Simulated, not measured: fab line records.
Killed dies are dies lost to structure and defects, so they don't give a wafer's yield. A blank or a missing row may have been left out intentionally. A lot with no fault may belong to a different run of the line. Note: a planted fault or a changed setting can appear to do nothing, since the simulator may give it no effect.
What tool caused it?    flow nandHarc    6 lots with 18 wafers sampled at 5 steps, on a route of 1302 steps

## WHAT THE GAUGES READ, wafer by wafer
NHARC_END_SORT_01.
lot   measured      on         killedAtArray
L985  day 29 08:40  prober-02  51 51 46
L987  day 30 06:06  prober-02  673 669 677
L997  day 34 09:34  prober-01  60 73 82

## TOOL THAT RAN EACH LOT (tool first, then ch and the chambers of the sampled wafers, then the start)
lot   NHARC_A_STAIRCASE_ETCH_188                    NHARC_A_STAIRCASE_ETCH_194                    NHARC_A_STAIRCASE_TRIM_198                    NHARC_A_STAIRCASE_ETCH_201
L974  rieDiel-02 ch 0,1, day 17 00:17 or earlier    rieDiel-02 ch 0,3, day 17 00:17 or earlier    rieDiel-02 ch 0,1, day 17 00:17 or earlier    rieDiel-02 ch 2,3, day 17 00:17
L976  rieDiel-04 ch 0,1,3, day 17 04:15 or earlier  rieDiel-04 ch 1,2,3, day 17 04:15 or earlier  rieDiel-02 ch 0,1, day 17 04:15 or earlier    rieDiel-02 ch 1,3, day 17 04:15
L985  rieDiel-02 ch 2,3, day 20 12:43 or earlier    rieDiel-02 ch 0,2,3, day 20 12:43 or earlier  rieDiel-06 ch 0,3, day 20 12:43 or earlier    rieDiel-06 ch 0,1,2, day 20 12:43
L987  rieDiel-04 ch 0,1,2, day 22 01:55 or earlier  rieDiel-04 ch 0,1,3, day 22 01:55 or earlier  rieDiel-06 ch 0,1, day 22 01:55 or earlier    rieDiel-06 ch 2,3, day 22 01:55
L993  rieDiel-06 ch 1,3, day 23 23:16 or earlier    rieDiel-06 ch 0,2, day 23 23:16 or earlier    rieDiel-02 ch 0,2, day 23 23:16 or earlier    rieDiel-02 ch 0,3, day 23 23:16
L997  rieDiel-04 ch 1,2, day 25 08:46 or earlier    rieDiel-04 ch 1,2,3, day 25 08:46 or earlier  rieDiel-02 ch 0,1,3, day 25 08:46 or earlier  rieDiel-02 ch 0,3, day 25 08:46
- NHARC_A_STAIRCASE_ETCH_188: etches the open film in C4F8/O2, target depth 100 nm, time 40.5 s.
- NHARC_A_STAIRCASE_ETCH_194: etches the open film in C4F8/O2, target depth 100 nm, time 40.5 s.
- NHARC_A_STAIRCASE_TRIM_198: chemistry O2, time 211.2 s.
- NHARC_A_STAIRCASE_ETCH_201: etches the open film in C4F8/O2, target depth 100 nm, time 40.5 s.

## THE ANSWER, worked out from the rows above alone
Rule: the usual values come from the lots themselves. The widest of any qualifying gaps counts: lots, ordered by their means at a reading, are off when they make up no more than a third of the lots, leave a main group of 4 or more, and stand apart from it by 3 or more times the standard deviation of that group's means. The tables above print the reading to a certain number of digits; a main group whose means all agree to those digits is not used. Also off: a lot with no number at a reading for which 4 or more lots have one. All remaining lots with rows at the step are treated as sound.
None of the lots is off at any reading shown; this tells nothing.

## WHAT WAS PUT IN BY THE SIMULATOR
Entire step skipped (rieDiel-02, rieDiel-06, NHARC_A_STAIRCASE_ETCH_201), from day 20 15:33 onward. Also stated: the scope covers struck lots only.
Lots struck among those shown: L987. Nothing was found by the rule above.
